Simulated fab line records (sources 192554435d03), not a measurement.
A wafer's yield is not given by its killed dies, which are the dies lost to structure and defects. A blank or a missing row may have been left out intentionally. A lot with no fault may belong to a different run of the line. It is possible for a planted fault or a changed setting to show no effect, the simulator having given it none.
fab line records    flow n5Finfet
[record] lots = 5  wafers = 15  lastDay = 16
route steps=1938 shown GATE_CUT@506 MOL_CONTACT_COAG@517 BEOL_M4@1111
lots untouched by any fault: they come from a run of this same line in which no faults occurred
startH: the number of hours between the record's first day and the start of the first shown wafer of the lot    waitH: hours elapsed since this lot's preceding step    " same as the row above    L1.1+2: a row that stands for several wafers    - no value, or no start given    * or withheld: withheld    < > ~ a bound
route shown NAME@n: NAME is a module with steps in the file, n the number in the route of the first one    usual: mean/standard deviation of fault-free wafers    same: alike in all rows    chamber/n: place in a boat    sites: each site's reading    _std_site: their standard deviation    _edge_site: mean of outer sites minus mean of inner sites    radiusMm: how far each site lies from the wafer's centre    mask NAME#n: copy n    behind: tool/chamber where the wafer was last shaped    hold: what put the lot on hold/how long, in hours/how the hold closed    device: the transistor (n, p or np) that didn't switch    end of line: at the end of the route, the tests of the same wafers    for a step that has no rows: nothing shown but its recipe    killed: dies that structure and defects cost at the first sort, which is not the same as the wafer's yield    map: shows each die of a wafer: x if killed, . if not, _ if none is there
set.NAME: setting as actually run; set.NAME@STEP: the setting as run at that earlier step    model.NAME: the simulator's own value behind a step, which no gauge read
certain route steps with their lots: each step a table, each wafer a row
services: when a tool's chamber went out of use (startH, in hours from the record's first day, below 0 if earlier), for how many hours, and the reason
[[steps]]
[step N5_GATE_CUT_VAPOR_ETCH_51]
[recipe] chemistry = BCl3/Cl2  target = HfO2  mode = isotropic
[step N5_GATE_CUT_STRIP_21]
[recipe] chemistry = N2/H2  timeS = 30  powerW = 1000  tempC = 250  pressureMtorr = withheld  n2FlowSccm = 1750  h2FlowSccm = 3250
[step N5_GATE_CUT_STRIP_29]
[recipe] chemistry = postEtchResidueRemover  timeS = 60  tempC = 25  removerPh = withheld  removerWaterWtPct = withheld  removerFluorideWtPct = withheld
[step N5_GATE_CUT_SRD_52]
[recipe] dry = ipaMarangoni  timeS = 30  tempC = 23  rinseLiquid = diw
[step N5_GATE_CUT_ALD_22]
[recipe] material = SiNx  targetThkA = 160  tempC = 400  aldPrecursorFamily = SiH2I2  aldCoReactant = N2/H2-plasma  pulseTimeS = 1  aldCycles = 320  purgeTimeS = 2  coReactantPurgeTimeS = 2  pressureTorr = 2
[step N5_GATE_CUT_CMP_23]
[recipe] stopOn = SiO2  tOverpolishS = 23.4  postCmpClean = alkalineBrush  downForcePsi = 2.5  platenRpm = 51.8  padVelocityMS = 1.0307  targetThkNm = 16
[step N5_GATE_CUT_CMP_43]
[recipe] material = SiO2  postCmpClean = rinseOnly
[step N5_GATE_CUT_CMP_61]
[recipe] stopOn = SiNx  tOverpolishS = 3  postCmpClean = alkalineBrush  downForcePsi = 4  platenRpm = 27.09  padVelocityMS = 0.539
[step N5_MOL_CONTACT_COAG_COAT_103]
[recipe] resist = SOC  tempC = 250  timeS = 60  spinRpm = 1500  resistThkNm = 80
[step N5_MOL_CONTACT_COAG_COAT_104]
[recipe] resist = SiARC  tempC = 220  timeS = 60  spinRpm = 1500  resistThkNm = 12
[usual] exhaustPa = 45.0/0.89  plateTempC = 220.01/0.15  spinSpeedRpm = 1499.8/1.3
lot.wafer  tool           chamber  startH  waitH  exhaustPa  plateTempC  spinSpeedRpm  model.SiARC_of_MOL_CONTACT_COAG_COAT_104.thkNm
L935.4     lithoTrack-01  0        112.02  -      45.4       219.78      1500.9        12
L935.5     "              0        "       "      44.3       219.94      1499.7        12
L935.6     "              0        "       "      44.4       219.96      1500.3        12
L944.1     lithoTrack-01  0        172.87  -      44.8       220.11      1242.0        13.2
L944.5     "              0        "       "      44.0       220.08      1243.1        13
L944.6     "              0        "       "      44.7       219.87      1242.1        13.2
L947.4     lithoTrack-01  0        195.85  -      46.3       220.11      1243.7        13.2
L947.5     "              0        "       "      45.5       219.93      1244.7        13.2
L947.6     "              0        "       "      45.7       220.05      1244.3        13.2
L949.2     lithoTrack-01  0        205.17  -      45.5       219.89      1240.4        13.2
L949.3     "              0        "       "      45.8       219.74      1242.7        13.2
L949.6     "              0        "       "      46.1       219.83      1242.7        13.2
L950.3     lithoTrack-05  0        212.51  -      44.1       219.89      1500.1        12
L950.4     "              0        "       "      45.7       219.83      1499.1        12
L950.6     "              0        "       "      44.0       220.10      1498.0        12
[step N5_MOL_CONTACT_COAG_COAT_58]
[recipe] resist = underlayer  tempC = 205  timeS = 60  spinRpm = 1500  resistThkNm = 10
[step N5_MOL_CONTACT_COAG_COAT_02]
[recipe] resist = CAR-EUV  spinRpm = 1500  resistThkNm = 30
[step N5_MOL_CONTACT_COAG_EBR_04]
[recipe] solvent = PGMEA  ebrWidthMm = 1.5
[step N5_MOL_CONTACT_COAG_SOFTBAKE_03]
[recipe] tempC = 110  timeS = 60  resist = CAR-EUV
[step N5_MOL_CONTACT_COAG_EXPOSE_05]
[recipe] maskId = CA  na = 0.33  sourceShape = annular  sigmaInner = 0.4  sigmaOuter = 0.8  polarization = unpolarized  defocusNm = 0  doseMj = 38.25
[step N5_MOL_CONTACT_COAG_PEB_06]
[recipe] pebTempC = 100  pebTimeS = 60  resist = CAR-EUV
[step N5_MOL_CONTACT_COAG_DEVELOP_07]
[recipe] developTimeS = 30  developer = TMAH  resist = CAR-EUV  rinseLiquid = surfactantRinse  dry = airSpin  devTempC = 23
[step N5_MOL_CONTACT_COAG_DESCUM_13]
[recipe] chemistry = O2  timeS = 7  sourcePowerW = 50  biasPowerW = 20  pressureMtorr = 20  rfFrequencyHz = 2.712e+07  tempC = 40  resist = CAR-EUV  o2FlowSccm = 225
[step N5_MOL_CONTACT_COAG_ETCH_59]
[recipe] chemistry = N2/H2  target = underlayer  targetDepthA = 130  maskMaterial = CAR-EUV  timeS = 10.4  ionEnergyEv = 200  pressureMtorr = 30  sourceW = 840  biasW = 150  n2FlowSccm = 200  h2FlowSccm = 200  ends = cleared
[step N5_MOL_CONTACT_COAG_ETCH_105]
[recipe] chemistry = CF4  target = SiARC  targetDepthA = 156  maskMaterial = CAR-EUV  timeS = 26  ionEnergyEv = 80  pressureMtorr = 40  sourceW = 545  biasW = 36  Ar_flow_sccm = 100  cf4FlowSccm = 100  ends = cleared
[usual] drypumpMotorCurrentA = 6.0/0.41  etchRfOnTimeS = 26.0/0.37  oesProductAu = 0.67/0.077  rfVppV = 184.3/1  showerheadPlenumPTorr = 2.17/0.055  throttleValvePct = 15.68/0.15
lot.wafer  tool        chamber  startH  waitH  drypumpMotorCurrentA  etchRfOnTimeS  oesProductAu  rfHoursCounterH  rfVppV  showerheadPlenumPTorr  throttleValvePct  model.etch.depthNm  model.CAR-EUV_of_MOL_CONTACT_COAG_COAT_02.thkNm
L935.4     rieDiel-03  1        112.58  0.0    6.0                   25.9           0.60          226              184.7   2.12                   15.95             12.02               5.4
L935.5     "           0        "       "      5.5                   26.1           0.60          -                185.9   2.21                   15.61             12.05               5.2
L935.6     "           3        "       "      6.1                   26.2           0.61          -                184.1   2.12                   15.71             12.05               5.2
L944.1     rieDiel-04  2        174.18  0.0    5.1                   28.3           0.62          188              183.2   2.13                   15.88             13.11               4.6
L944.5     "           0        "       "      5.4                   28.9           0.59          -                183.3   2.11                   15.66             13.09               4.8
L944.6     "           1        "       "      5.7                   28.5           0.67          -                184.8   2.23                   15.87             13.16               4.6
L947.4     rieDiel-04  2        196.73  0.0    5.2                   28.6           0.61          197              183.4   2.13                   15.91             13.15               4.4
L947.5     "           3        "       "      6.0                   28.2           0.81          -                182.6   2.11                   15.28             13.12               4.6
L947.6     "           0        "       "      5.4                   29.1           0.58          -                183.0   2.11                   15.66             13.12               4.6
L949.2     rieDiel-04  2        205.65  0.0    5.2                   28.4           0.62          200              182.8   2.13                   15.92             13.12               4.6
L949.3     "           1        "       "      5.7                   28.4           0.65          150              185.4   2.23                   15.87             13.14               4.6
L949.6     "           3        "       "      6.1                   28.2           0.81          -                183.4   2.11                   15.30             13.13               4.6
L950.3     rieDiel-01  1        213.07  0.0    6.6                   25.6           0.61          213              183.8   2.12                   15.93             11.99               5.4
L950.4     "           0        "       "      6.4                   25.9           0.73          44               184.4   2.27                   15.66             12.01               5.4
L950.6     "           1        "       "      6.6                   25.7           0.61          -                184.5   2.12                   15.92             12.01               5.4
[step N5_MOL_CONTACT_COAG_ETCH_106]
[recipe] chemistry = N2/H2  target = SOC  targetDepthA = 800  overetchA = 160  maskMaterial = SiARC  tempC = 40  timeS = 120  ionEnergyEv = 200  pressureMtorr = 30  sourceW = 840  biasW = 150  n2FlowSccm = 200  h2FlowSccm = 200
[usual] drypumpMotorCurrentA = 6.0/0.41  oesProductAu = 0.70/0.077  rfVppV = 524.8/2  showerheadPlenumPTorr = 2.57/0.067  throttleValvePct = 17.93/0.15
lot.wafer  tool        chamber  startH  waitH  drypumpMotorCurrentA  oesProductAu  rfHoursCounterH  rfVppV  showerheadPlenumPTorr  throttleValvePct  model.SiARC_of_MOL_CONTACT_COAG_COAT_104.thkNm
L935.4     rieDiel-03  1        112.61  0.0    6.0                   0.63          227              523.6   2.51                   18.25             6.4
L935.5     "           0        "       "      5.5                   0.63          -                526.3   2.63                   17.81             6.6
L935.6     "           3        "       "      6.2                   0.65          -                522.5   2.51                   17.89             6.4
L944.1     rieDiel-04  2        174.21  0.0    5.2                   0.65          188              525.4   2.52                   18.08             7.6
L944.5     "           0        "       "      5.4                   0.63          -                523.0   2.51                   17.96             7.6
L944.6     "           1        "       "      5.7                   0.70          -                527.3   2.66                   18.18             7.6
L947.4     rieDiel-04  2        196.76  0.0    5.2                   0.65          197              523.0   2.52                   18.11             7.6
L947.5     "           3        "       "      6.0                   0.85          -                521.7   2.50                   17.65             7.6
L947.6     "           0        "       "      5.4                   0.62          -                523.1   2.51                   17.98             7.6
L949.2     rieDiel-04  2        205.67  0.0    5.2                   0.64          200              523.4   2.52                   18.09             7.6
L949.3     "           1        "       "      5.7                   0.68          150              527.8   2.65                   18.18             7.4
L949.6     "           3        "       "      6.1                   0.84          -                523.4   2.50                   17.64             7.4
L950.3     rieDiel-01  1        213.10  0.0    6.6                   0.64          213              524.3   2.52                   18.20             6.2
L950.4     "           0        "       "      6.4                   0.77          44               528.9   2.69                   17.89             6.2
L950.6     "           1        "       "      6.6                   0.64          -                523.3   2.52                   18.20             6.2
[step N5_MOL_CONTACT_COAG_STRIP_107]
[recipe] chemistry = N2/H2  tempC = 40  n2FlowSccm = 200  h2FlowSccm = 200  rfFrequencyHz = 6e+07
[step N5_BEOL_M4_RC_MEAS_101]
[usual] DIBL_N = 36.3/1.2  DIBL_P = 36.7/1.5  IOFF_N = 0.164/0.02  IOFF_P = 0.214/0.024  ION_N = 673/8.5  ION_P = 461/5.9  SS_N = 71.6/0.44  SS_P = 73.3/0.55  VT_N = 249.4/2.4  VT_P = -250.0/2.3
lot.wafer  tool       chamber  startH  waitH  DIBL_N[mV/V]  DIBL_P[mV/V]  IOFF_N[nA/um]  IOFF_P[nA/um]  ION_N[uA/um]  ION_P[uA/um]  SS_N[mV/dec]  SS_P[mV/dec]  VT_N[mV]  VT_P[mV]
L935.4     prober-01  0        189.46  0.5    33.7          33.1          0.113          0.149          659           450           71.1          72.2          256.6     -254.5
L935.5     "          0        "       "      36.2          36.5          0.157          0.192          671           459           71.8          72.8          252.7     -252.7
L935.6     "          0        "       "      36.8          36.6          0.163          0.192          671           454           71.8          73.9          252.7     -250.6
L944.1     prober-02  0        254.03  0.0    37.5          38.8          0.176          0.203          665           453           72.3          73.5          247.6     -253.1
L944.5     "          0        "       "      36.9          37.6          0.158          0.184          666           452           71.1          72.7          251.2     -250.3
L944.6     "          0        "       "      38.7          39.2          0.201          0.215          663           451           72.1          73.4          249.5     -252.6
L947.4     prober-02  0        269.64  0.5    35.1          35.0          0.141          0.202          674           470           71.4          73.9          250.7     -248.7
L947.5     "          0        "       "      36.4          36.7          0.170          0.235          684           469           71.8          73.5          247.5     -247.0
L947.6     "          0        "       "      36.2          35.9          0.164          0.214          674           464           71.7          73.3          249.1     -249.4
L949.2     prober-01  0        281.12  0.2    35.2          37.4          0.164          0.210          682           464           71.4          72.5          247.2     -249.2
L949.3     "          0        "       "      33.8          35.5          0.130          0.181          660           456           71.2          71.9          252.8     -249.8
L949.6     "          0        "       "      34.3          36.2          0.150          0.189          668           453           71.1          72.4          249.9     -252.0
L950.3     prober-01  0        286.79  0.3    35.1          35.0          0.169          0.209          679           461           71.6          72.9          248.7     -251.1
L950.4     "          0        "       "      34.8          35.3          0.159          0.197          676           460           71.4          73.4          249.4     -250.2
L950.6     "          0        "       "      35.9          36.5          0.183          0.225          676           459           71.9          74.0          246.8     -248.9
[[services]]
tool           chamber  startH  hours  kind
rieDiel-03     3        90.78   8.7    repair
lithoTrack-05  -        102.02  -      consumableReplace:filter
rieDiel-03     2        120.65  6.2    repair
rieDiel-01     1        121.10  5.2    repair
rieDiel-03     0        155.80  6.7    repair
rieDiel-04     3        168.49  -      clean
rieDiel-04     3        168.49  -      consumableReplace:focusRing
rieDiel-04     3        168.49  13.4   scheduledDown
rieDiel-04     3        168.49  13.4   ventCycle
rieDiel-03     1        180.59  -      clean
rieDiel-03     1        180.59  -      consumableReplace:focusRing
rieDiel-03     1        180.59  22.5   scheduledDown
rieDiel-03     1        180.59  22.5   ventCycle
[[key]]
[firstSign] step = N5_MOL_CONTACT_COAG_COAT_104  reading = spinSpeedRpm  direction = down  sigmas = 99+  usual = *  struck = *
[effect] step = N5_MOL_CONTACT_COAG_ETCH_105  reading = etchRfOnTimeS  direction = up  sigmas = 6.8  usual = *  struck = *
[modelEffect] step = N5_MOL_CONTACT_COAG_COAT_104  value = SiARC_of_MOL_CONTACT_COAG_COAT_104.thkNm  without = 12  struck = 13.18
[modelEffect] step = N5_MOL_CONTACT_COAG_ETCH_105  value = etch.depthNm  without = 11.95  struck = 13.13
[modelEffect] step = N5_MOL_CONTACT_COAG_ETCH_106  value = SiARC_of_MOL_CONTACT_COAG_COAT_104.thkNm  without = 6.4  struck = 7.556
metAt N5_MOL_CONTACT_COAG_COAT_104
struckWafers L944.1,L944.5,L944.6,L947.4,L947.5,L947.6,L949.2,L949.3,L949.6
onsetBetween 112.02 172.87
[fault] kind = processParameterDrift  tool = lithoTrack-01  chamber = -  onsetH = 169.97  steps = N5_MOL_CONTACT_COAG_COAT_104  channel = spinRpm  offset = *  shape = step  endH = 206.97  actsIn = *  stated = *
